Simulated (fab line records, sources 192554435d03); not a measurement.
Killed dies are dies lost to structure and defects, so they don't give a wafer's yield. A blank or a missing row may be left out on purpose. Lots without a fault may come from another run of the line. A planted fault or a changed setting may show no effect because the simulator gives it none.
fab line records | flow n5_finfet
record lots=5 wafers=15 last_day=20
route steps=1938 shown PASSIVATION@1900
lots that met no fault: from a run of the same line without faults
start_h: hours from the record's first day to the start of the lot's first wafer shown | wait_h: hours since the lot's step before | " the same as in the row above | L1.1+2: a row that stands for several wafers | - no value, or no start given | * or withheld: withheld | < > ~ a bound
route shown NAME@n: a module of which the file shows steps, and the number in the route of the first | usual: mean/standard deviation of fault-free wafers | same: alike in all rows | chamber/n: place in a boat | sites: the reading at each site | _std_site: their standard deviation | _edge_site: outer sites' mean less inner sites' | radius_mm: how far each site lies from the wafer's centre | mask NAME#n: copy n | behind: the tool/chamber that last shaped the wafer | hold: why the lot was held/for how many hours/how that ended | device: the transistor (n, p or np) that didn't switch | end of line: the same wafers' tests at the end of the route | a step without rows: its recipe alone | killed: dies lost to structure and defects at the first sort, not the wafer's yield | map: a wafer's dies, x killed, . not, _ none there
set.NAME: the setting as run; set.NAME@STEP: as run at that earlier step | model.NAME: the simulator's own value behind a step, which no gauge read
lots at some steps of the route; a table a step, a row a wafer
services: from which hour (start_h, from the record's first day; less than 0 if before it) a tool's chamber was out of use, for how many hours, and why
## steps
# step N5_PASSIVATION_SOFTBAKE_25
# recipe temp_c=100 time_s=90
# step N5_PASSIVATION_EXPOSE_27
# recipe mask_id=PAD na=0.55 source_shape=conventional sigma_outer=0.8 polarization=unpolarized defocus_nm=0 dose_mj=32.3
# step N5_PASSIVATION_PEB_28
# recipe peb_temp_c=withheld peb_time_s=*
# step N5_PASSIVATION_DEVELOP_29
# recipe develop_time_s=60 rinse_liquid=diw dry=air_spin dev_temp_c=21
# step N5_PASSIVATION_HARDBAKE_31
# recipe temp_c=130 time_s=120
# step N5_PASSIVATION_CD_MEAS_30
# recipe target_cd_nm=4000 landing_energy_ev=500 detector=se_inlens polarity=opening
# usual cd_nm=3999.5/1.4
# columns lot.wafer tool chamber start_h wait_h cd_nm
L868.1 cd_sem-03 0 329.17 - 3998.0
L868.2 " 0 " " 4000.0
L868.4 " 0 " " 4000.0
L872.1 cd_sem-01 0 358.66 - 3998.2
L872.3 " 0 " " 3997.8
L872.4 " 0 " " 3997.3
L880.1 cd_sem-01 0 455.17 - 3999.1
L880.3 " 0 " " 3998.3
L880.5 " 0 " " 3998.6
L884.2 cd_sem-02 0 459.93 - 4000.1
L884.3 " 0 " " 4000.5
L884.6 " 0 " " 3999.6
L885.2 cd_sem-02 0 473.45 - 3999.1
L885.3 " 0 " " 4000.6
L885.5 " 0 " " 3999.6
# step N5_PASSIVATION_OVL_MEAS_63
# recipe points_per_wafer=44
# usual PAD_OVL=-3/4.9
# columns lot.wafer tool chamber start_h wait_h PAD_OVL[nm]
L868.1 overlay-01 0 329.20 0.0 -5
L868.2 " 0 " " -8
L868.4 " 0 " " -8
L872.1 overlay-01 0 358.69 0.0 -9
L872.3 " 0 " " -6
L872.4 " 0 " " 2
L880.1 overlay-02 0 455.20 0.0 6
L880.3 " 0 " " 8
L880.5 " 0 " " 2
L884.2 overlay-01 0 459.96 0.0 -7
L884.3 " 0 " " -10
L884.6 " 0 " " -3
L885.2 overlay-01 0 473.48 0.0 -1
L885.3 " 0 " " -3
L885.5 " 0 " " 3
# step N5_PASSIVATION_INSPECT_64
# recipe mode=adi inspect_instrument=macro
# usual raw_defect_count=2.0/1.5
# columns lot.wafer tool chamber start_h wait_h raw_defect_count
L868.1 defect_inspect-02 - 329.23 0.0 1
L868.2 " - " " 0
L868.4 " - " " 1
L872.1 defect_inspect-01 - 358.71 0.0 1
L872.3 " - " " 0
L872.4 " - " " 2
L880.1 defect_inspect-01 - 455.30 0.1 3
L880.3 " - " " 1
L880.5 " - " " 2
L884.2 defect_inspect-01 - 459.98 0.0 1
L884.3 " - " " 8
L884.6 " - " " 3
L885.2 defect_inspect-02 - 473.50 0.0 1
L885.3 " - " " 3
L885.5 " - " " 4
# step N5_PASSIVATION_DESCUM_32
# recipe chemistry=O2 time_s=7.9 source_power_w=50 bias_power_w=20 pressure_mtorr=20 rf_frequency_hz=2.712e+07 temp_c=40 o2_flow_sccm=225
# step N5_PASSIVATION_AL_ETCH_33
# recipe chemistry=Cl2/BCl3 target_depth_a=28000 over_etch_frac=0.15 Cl2_flow_sccm=180 bcl3_flow_sccm=60 target=Al stop_on=TaN time_s=466.7 ion_energy_ev=100 pressure_mtorr=10 icp_w=900 bias_w=100
# usual drypump_motor_current_A=5.5/0.44 oes_product_au=0.73/0.063 rf_fwd_power_W=898.4/2.8 throttle_valve_pct=34.18/0.19
# same over_etch_frac=0.15
# columns lot.wafer tool chamber start_h wait_h drypump_motor_current_A oes_product_au rf_fwd_power_W rf_hours_counter_h throttle_valve_pct
L868.1 rie_metal-02 0 329.35 0.1 6.1 0.73 897.0 35 34.24
L868.2 " 0 " " 6.1 0.73 902.5 - 34.25
L868.4 " 0 " " 6.0 0.73 899.9 - 34.24
L872.1 rie_metal-03 1 358.83 0.1 5.4 0.68 900.8 53 34.46
L872.3 " 0 " " 5.9 0.83 895.2 - 33.93
L872.4 " 1 " " 5.4 0.67 900.9 - 34.47
L880.1 rie_metal-02 0 455.69 0.1 6.1 0.72 901.7 44 34.25
L880.3 " 0 " " 6.1 0.70 901.2 - 34.27
L880.5 " 0 " " 6.0 0.71 903.9 - 34.24
L884.2 rie_metal-03 1 460.11 0.1 5.4 0.65 895.2 63 34.48
L884.3 " 0 " " 6.0 0.78 902.8 - 33.96
L884.6 " 1 " " 5.4 0.66 898.8 - 34.46
L885.2 rie_metal-03 0 473.94 0.1 5.9 0.77 900.5 17 33.98
L885.3 " 1 " " 5.4 0.64 898.9 - 34.50
L885.5 " 0 " " 6.0 0.77 902.6 - 33.98
# step N5_PASSIVATION_ETCH_59
# recipe chemistry=Cl2/BCl3 target=TaN target_depth_a=650 time_s=34.9 ion_energy_ev=100 pressure_mtorr=10 icp_w=900 bias_w=100 Cl2_flow_sccm=60 bcl3_flow_sccm=30
# step N5_PASSIVATION_STRIP_34
# recipe chemistry=O2 power_w=600 temp_c=60 pressure_mtorr=30 rf_frequency_hz=6e+07 bias_power_w=0 overash_fraction=2 o2_flow_sccm=225
# usual drypump_motor_current_A=5.48/0.21 oes_product_au=0.77/0.082 rf_vpp_V=3.6/1.6 showerhead_plenum_p_Torr=2.08/0.077 throttle_valve_pct=16.70/0.25
# columns lot.wafer tool chamber start_h wait_h drypump_motor_current_A oes_product_au rf_hours_counter_h rf_vpp_V showerhead_plenum_p_Torr throttle_valve_pct
L868.1 rie_diel-05 1 330.36 0.2 5.50 0.86 49 4.1 2.14 16.60
L868.2 " 0 " " 5.12 0.71 209 7.0 2.16 17.04
L868.4 " 3 " " 5.60 0.81 83 5.5 2.12 16.53
L872.1 rie_diel-05 3 359.35 0.1 5.58 0.83 96 4.3 2.12 16.66
L872.3 " 0 " " 5.11 0.71 221 4.6 2.16 17.04
L872.4 " 1 " " 5.56 0.86 - 3.1 2.13 16.62
L880.1 rie_diel-03 0 456.20 0.1 5.46 0.68 247 2.3 2.07 16.86
L880.3 " 1 " " 5.44 0.80 127 2.7 2.10 16.38
L880.5 " 2 " " 5.60 0.68 - 1.5 1.89 16.84
L884.2 rie_diel-03 3 460.63 0.1 5.28 0.77 137 3.3 2.10 17.03
L884.3 " 1 " " 5.46 0.78 129 2.3 2.10 16.40
L884.6 " 3 " " 5.24 0.76 - 2.7 2.10 17.08
L885.2 rie_diel-05 1 474.45 0.1 5.51 0.80 95 1.9 2.12 16.70
L885.3 " 2 " " 5.87 0.88 40 1.8 2.05 16.32
L885.5 " 0 " " 5.11 0.97 - 4.5 2.15 16.64
# step N5_PASSIVATION_STRIP_51
# recipe chemistry=post_etch_residue_remover time_s=1200 temp_c=72.5
# columns lot.wafer tool chamber start_h wait_h
L868.1+2+4 wet_bench-01 6,4,2 330.43 -
L872.1+3+4 wet_bench-01 2,6,4 359.42 -
L880.1+3+5 wet_bench-01 6,7,5 456.27 -
L884.2+3+6 wet_bench-05 1,0,7 460.69 -
L885.2+3+5 wet_bench-06 1,4,2 474.52 -
# step N5_PASSIVATION_CLEAN_69
# recipe chemistry=IPA time_s=180 temp_c=25
# step N5_PASSIVATION_SRD_70
# recipe dry=ipa_marangoni time_s=30 temp_c=23 rinse_liquid=diw
# step N5_PASSIVATION_PECVD_53
# recipe material=SiO2 target_thk_a=8000 temp_c=400 precursor=TEOS/O2 pressure_torr=6.5 rf_w=withheld teos_flow_sccm=withheld gas=O2 flow_sccm=2650 time_s=169.4
# step N5_PASSIVATION_PECVD_35
# recipe material=SiNx target_thk_a=7000 temp_c=400 precursor=SiH4/NH3/N2 pressure_torr=4.9 rf_w=1406 time_s=151.3
# usual heater_power_outer_w=187/81 heater_power_w=395/100 rf_fwd_power_W=1399/5 showerhead_plenum_p_Torr=8.68/0.043 throttle_valve_pct=29.0/1.9
# columns lot.wafer tool chamber start_h wait_h heater_power_outer_w heater_power_w rf_fwd_power_W showerhead_plenum_p_Torr throttle_valve_pct
L868.1 pecvd-03 2 330.97 0.1 168 338 1398 8.69 27.0
L868.2 " 1 " " 241 463 1397 8.68 29.0
L868.4 " 1 " " 290 542 1392 8.68 29.3
L872.1 pecvd-03 0 360.02 0.1 222 425 1392 8.67 32.2
L872.3 " 0 " " 247 479 1396 8.68 32.3
L872.4 " 2 " " 220 421 1396 8.66 27.2
L880.1 pecvd-03 2 456.82 0.1 245 428 1398 8.67 27.3
L880.3 " 1 " " 316 578 1401 8.67 28.8
L880.5 " 1 " " 349 606 1400 8.67 29.2
L884.2 pecvd-01 0 461.24 0.1 100 237 1398 8.58 28.3
L884.3 " 2 " " 194 401 1406 8.77 27.1
L884.6 " 0 " " 124 274 1393 8.57 27.9
L885.2 pecvd-02 1 475.07 0.1 77 302 1407 8.69 27.9
L885.3 " 2 " " 165 371 1398 8.69 27.5
L885.5 " 1 " " 109 331 1397 8.68 28.2
# step N5_PASSIVATION_HMDS_37
# recipe time_s=60 temp_c=120
# step N5_PASSIVATION_COAT_38
# recipe spin_rpm=3000 resist_thk_nm=withheld
# step N5_PASSIVATION_EBR_40
# recipe solvent=PGMEA ebr_width_mm=1.5
# step N5_PASSIVATION_SOFTBAKE_39
# recipe temp_c=110 time_s=120
# step N5_PASSIVATION_EXPOSE_41
# recipe mask_id=PASS_OPEN na=0.55 defocus_nm=0 source_shape=conventional sigma_outer=0.8 polarization=unpolarized target_cd_nm=40000 dose_mj=57.25
# step N5_PASSIVATION_PEB_42
# recipe peb_temp_c=withheld peb_time_s=*
# step N5_PASSIVATION_DEVELOP_43
# recipe develop_time_s=60 rinse_liquid=diw dry=air_spin dev_temp_c=21
# step N5_PASSIVATION_HARDBAKE_45
# recipe temp_c=130 time_s=120
# step N5_PASSIVATION_CD_MEAS_44
# recipe target_cd_nm=40000 landing_energy_ev=500 detector=se_inlens
# usual cd_nm=39999/2.7
# columns lot.wafer tool chamber start_h wait_h cd_nm
L868.1 cd_sem-02 0 331.41 - 39997
L868.2 " 0 " " 39997
L868.4 " 0 " " 40002
L872.1 cd_sem-03 0 360.63 - 40002
L872.3 " 0 " " 39999
L872.4 " 0 " " 39997
L880.1 cd_sem-02 0 457.25 - 40000
L880.3 " 0 " " 40001
L880.5 " 0 " " 40002
L884.2 cd_sem-01 0 461.80 - 40001
L884.3 " 0 " " 39997
L884.6 " 0 " " 39999
L885.2 cd_sem-01 0 475.63 - 39999
L885.3 " 0 " " 39995
L885.5 " 0 " " 39999
# step N5_PASSIVATION_OVL_MEAS_66
# recipe points_per_wafer=44
# usual PASS_OPEN_OVL=-2/6.3
# columns lot.wafer tool chamber start_h wait_h PASS_OPEN_OVL[nm]
L868.1 overlay-01 0 331.44 0.0 -1
L868.2 " 0 " " -4
L868.4 " 0 " " 5
L872.1 overlay-02 0 360.66 0.0 15
L872.3 " 0 " " 14
L872.4 " 0 " " 6
L880.1 overlay-01 0 457.28 0.0 -5
L880.3 " 0 " " -9
L880.5 " 0 " " -15
L884.2 overlay-01 0 461.82 0.0 -2
L884.3 " 0 " " 4
L884.6 " 0 " " -7
L885.2 overlay-02 0 475.65 0.0 8
L885.3 " 0 " " -7
L885.5 " 0 " " -7
# step N5_PASSIVATION_DESCUM_46
# recipe chemistry=O2 time_s=7.9 source_power_w=50 bias_power_w=20 pressure_mtorr=20 rf_frequency_hz=2.712e+07 temp_c=40 o2_flow_sccm=225
# usual drypump_motor_current_A=5.49/0.22 oes_product_au=0.76/0.081 rf_fwd_power_W=49.46/0.19 rf_vpp_V=242.7/1.5 showerhead_plenum_p_Torr=2.07/0.08 throttle_valve_pct=20.44/0.27
# columns lot.wafer tool chamber start_h wait_h drypump_motor_current_A oes_product_au rf_fwd_power_W rf_hours_counter_h rf_vpp_V showerhead_plenum_p_Torr throttle_valve_pct
L868.1 rie_diel-06 0 331.59 0.1 5.54 0.70 49.18 240 241.1 1.97 20.71
L868.2 " 2 " " 5.29 0.69 49.41 237 242.3 2.07 20.26
L868.4 " 1 " " 5.89 0.74 49.90 144 243.9 2.09 20.01
L872.1 rie_diel-03 0 360.72 0.0 5.44 0.70 49.48 216 242.5 2.08 20.50
L872.3 " 1 " " 5.46 0.81 49.38 100 243.5 2.10 20.09
L872.4 " 2 " " 5.61 0.70 49.27 208 240.7 1.89 20.47
L880.1 rie_diel-06 0 457.34 0.0 5.51 0.91 49.22 31 244.2 2.22 20.40
L880.3 " 1 " " 5.86 0.71 49.70 193 242.9 2.07 20.08
L880.5 " 1 " " 5.86 0.70 49.56 - 242.0 2.07 20.07
L884.2 rie_diel-03 3 461.88 0.0 5.31 0.77 49.32 137 242.3 2.10 20.82
L884.3 " 0 " " 5.42 0.67 49.63 249 243.8 2.06 20.53
L884.6 " 1 " " 5.43 0.78 49.47 - 242.7 2.09 20.12
L885.2 rie_diel-03 2 475.71 0.0 5.61 0.67 49.34 246 240.5 1.88 20.52
L885.3 " 3 " " 5.29 0.76 49.39 - 243.2 2.10 20.83
L885.5 " 2 " " 5.61 0.68 49.64 - 239.5 1.88 20.52
# step N5_PASSIVATION_PASS_ETCH_47
# recipe chemistry=CF4/O2 target=SiNx target_depth_a=7700 time_s=385 ion_energy_ev=100 pressure_mtorr=40 source_w=535 bias_w=49 Ar_flow_sccm=100 cf4_flow_sccm=100 O2_flow_sccm=10
# usual drypump_motor_current_A=5.50/0.21 mfc_ar_sccm=100.01/0.3 oes_o_777_au=0.76/0.076 oes_product_au=0.76/0.076 rf_fwd_power_W=534.1/1.8 rf_vpp_V=241.3/2.2 showerhead_plenum_p_Torr=2.18/0.076 throttle_valve_pct=15.91/0.26
# columns lot.wafer tool chamber start_h wait_h drypump_motor_current_A mfc_ar_sccm oes_o_777_au oes_product_au rf_fwd_power_W rf_hours_counter_h rf_vpp_V showerhead_plenum_p_Torr throttle_valve_pct
L868.1 rie_diel-06 0 331.62 0.0 5.51 99.93 0.70 0.70 531.1 240 240.8 2.09 16.17
L868.2 " 2 " " 5.26 99.58 0.69 0.69 535.0 237 242.2 2.18 15.78
L868.4 " 1 " " 5.87 99.78 0.73 0.74 535.4 144 240.6 2.22 15.61
L872.1 rie_diel-03 0 360.75 0.0 5.44 99.18 0.70 0.70 534.7 216 240.8 2.19 15.97
L872.3 " 1 " " 5.43 99.64 0.80 0.81 531.8 100 243.3 2.22 15.53
L872.4 " 2 " " 5.60 100.05 0.69 0.71 534.2 208 237.9 2.02 16.07
L880.1 rie_diel-06 0 457.37 0.0 5.58 100.26 0.88 0.89 533.0 32 244.4 2.33 15.76
L880.3 " 1 " " 5.87 100.19 0.69 0.70 533.0 193 241.1 2.20 15.68
L880.5 " 1 " " 5.83 100.06 0.69 0.71 538.9 - 242.3 2.20 15.69
L884.2 rie_diel-03 3 461.92 0.0 5.31 100.13 0.76 0.76 533.9 138 240.3 2.21 16.22
L884.3 " 0 " " 5.44 99.65 0.68 0.67 534.8 249 241.4 2.17 16.05
L884.6 " 1 " " 5.47 100.12 0.78 0.79 532.8 - 245.5 2.21 15.61
L885.2 rie_diel-03 2 475.77 0.0 5.61 99.81 0.67 0.68 530.6 246 236.5 2.01 16.15
L885.3 " 3 " " 5.35 100.04 0.75 0.75 535.6 - 240.9 2.20 16.23
L885.5 " 2 " " 5.61 99.62 0.67 0.67 533.7 - 237.6 2.01 16.13
# step N5_PASSIVATION_ETCH_54
# recipe chemistry=CHF3/O2 target=SiO2 target_depth_a=8800 CHF3_flow_sccm=50 O2_flow_sccm=5 Ar_flow_sccm=200 time_s=440 mask_material=PR pressure_mtorr=30 source_w=650 bias_w=170 ion_energy_ev=200
# step N5_PASSIVATION_STRIP_48
# recipe chemistry=O2 power_w=600 temp_c=60 pressure_mtorr=30 rf_frequency_hz=6e+07 bias_power_w=0 overash_fraction=0.5 o2_flow_sccm=225
# step N5_PASSIVATION_STRIP_52
# recipe chemistry=post_etch_residue_remover time_s=1200 temp_c=72.5
# step N5_PASSIVATION_CLEAN_71
# recipe chemistry=IPA time_s=180 temp_c=25
# step N5_PASSIVATION_SRD_72
# recipe dry=ipa_marangoni time_s=30 temp_c=23 rinse_liquid=diw
# step N5_PASSIVATION_ANNEAL_56
# recipe temp_c=400 time_s=1800 ambient=FGA idle_temp_c=300 ramp_up_c_per_min=5 ramp_down_c_per_min=3
# step N5_PASSIVATION_PROBE_49
# usual defect_limited_yield=90.9/1.3 killed_at_M0_to_M3=36/11 killed_at_M4_up=13/5.1 killed_at_contacts=14/4.9 killed_at_front_end=41/10 killed_at_other=3.4/2.6 killed_dies=107/16 killed_open=70/11 killed_short=36/7.8 sort_bin_5_function=5.4/0.84 sort_bin_6_memory=3.4/0.67 sort_n_pass=1073/16 sort_yield_pct=90.9/1.3
# same gross_dies=1180 killed_at_back_side=0 sort_bin_4_leakage[%]=0 sort_bin_8_speed[%]=0
# columns lot.wafer tool chamber start_h wait_h defect_limited_yield[%] killed_at_M0_to_M3 killed_at_M4_up killed_at_contacts killed_at_front_end killed_at_other killed_dies killed_open killed_short sort_bin_5_function[%] sort_bin_6_memory[%] sort_n_pass sort_yield_pct[%]
L872.3 prober-01 - 363.86 0.1 87.3 24 8 4 67 47 150 71 34 6.7 4.7 1030 87.3
# killed by level:class
L872.3 PASSIVATION:unspecified=41 FIN_SAQP:geometric_particle:open=22 FIN_SAQP:geometric_particle:short=16 BEOL_M1:geometric_particle:open=8 STI_FIN_REVEAL:geometric_particle:open=7 BEOL_M3:geometric_particle:open=7 GATE_CUT:geometric_particle:short=4 BEOL_M4:geometric_particle:open=4
# map L872.3 (x killed, . not)
_________________xxxxxxxxx...________________
______________.xxxxxxxxxxx.x..x._____________
___________...xxxxxxxxxx......x....__________
__________x....xxxxxx.x..x.........._________
________...x....xx..x....x......x....x_______
_______..........x.....................______
______.................................._____
_____....x...........x....xx.............____
____.....x......x................x........___
___........x.........x.......x.............__
___...x..........x.......x...x........xx...__
__...x....x.....x........x.....x............_
__......x....x..x...xx.x..x.............x..._
_..........x.............x...................
_..............x....x..............x.........
_...x...........x.....................x.....x
_x..........x.......................x...x....
_......x.....x......x......x..x....x...x.....
_.......x.xx..x..............................
_.......................x.....x...x..........
_........................x...................
__....x....x........x......................._
__.......x..x......x...x...x..x............._
___.....x.....x..........................x.__
___....x.x........x..........x......xx.....__
____................................x....x___
_____.........................x.....x....____
______x...x...x..........x..x..........._____
_______.......x................x......x______
________................x...x.x.x....x_______
__________.x.x....................x._________
___________....x...x.x..........x..__________
______________...x.............._____________
_________________............________________
# map L868.1 (x killed, . not)
_________________............________________
______________..x...x..........._____________
___________........x.....x........x__________
__________................x.x.....x._________
________.....x.....x.................._______
_______.......x........x.........x.....______
______........................x........._____
_____...x...x.........................x..____
____x........x..........x...x............x___
___..............x.....x.............x.....__
___...........x.x...x..x.x..xx...........x.__
__xx................x.x....................x_
__....x.................x..................._
_...................x.x......................
_..xx.....x..x....x.....x.....x........x.....
_...xx..x...........................x......x.
_..x.....................x......x............
_...........x.x.......xx..x...........x..x...
_....x..................x.x.x.....x..........
_....x.......................................
_.x....x......x.....x.x......................
__....x.......................x.....xx...xx._
__..................x.........x............._
___......x...........x..x.....x............__
___......................x.x...x...........__
____.x..x....x...............x............___
_____.x....x.....x.......................____
______x..........x..........x...xx......_____
_______....x...........x...............______
________......x............x....x...x._______
__________................x.x......._________
___________.....x......x...........__________
______________.....x............_____________
_________________.....x....x.________________
## services
# columns tool chamber start_h hours kind
rie_diel-06 2 311.68 4.3 repair
rie_diel-06 - 315.30 0.9 repair
rie_diel-05 1 340.08 4.4 repair
rie_diel-05 2 342.03 3.2 repair
rie_metal-02 - 348.74 14.6 pm
rie_diel-06 0 358.73 - clean
rie_diel-06 0 358.73 - consumable_replace:focus_ring
rie_diel-06 0 358.73 - consumable_replace:showerhead
rie_diel-06 0 358.73 18.1 scheduled_down
rie_diel-06 0 358.73 18.1 vent_cycle
rie_diel-03 1 369.64 16.3 repair
pecvd-01 2 373.13 10.6 repair
rie_diel-06 2 376.91 - clean
pecvd-02 0 381.77 2.6 repair
rie_diel-05 1 387.25 21.5 repair
rie_diel-06 3 398.74 2.8 repair
rie_diel-03 3 417.16 6.7 repair
pecvd-01 - 428.03 6.0 pm
rie_metal-02 - 431.06 2.8 pm
pecvd-02 0 434.67 10.6 repair
rie_diel-03 2 460.10 5.9 repair
rie_diel-03 0 466.06 - clean
rie_diel-03 0 466.06 - consumable_replace:focus_ring
rie_diel-03 1 472.90 4.8 repair
## key
first_sign step=N5_PASSIVATION_PROBE_49 reading=killed_at_other direction=up sigmas=17 usual=3.4 struck=47
effect step=N5_PASSIVATION_PROBE_49 reading=defect_limited_yield direction=down sigmas=2.7 usual=90.9 struck=87.3
more_kills_born_at N5_PASSIVATION_STRIP_51@wet_bench-01=41
met_at N5_PASSIVATION_STRIP_51
struck_wafers L872.3
onset_between 330.43 359.42
fault kind=chamber_particle_source tool=wet_bench-01 chamber=6 onset_h=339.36 steps=N5_PASSIVATION_STRIP_51 rate_per_visit_cm2=0.38285 end_h=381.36
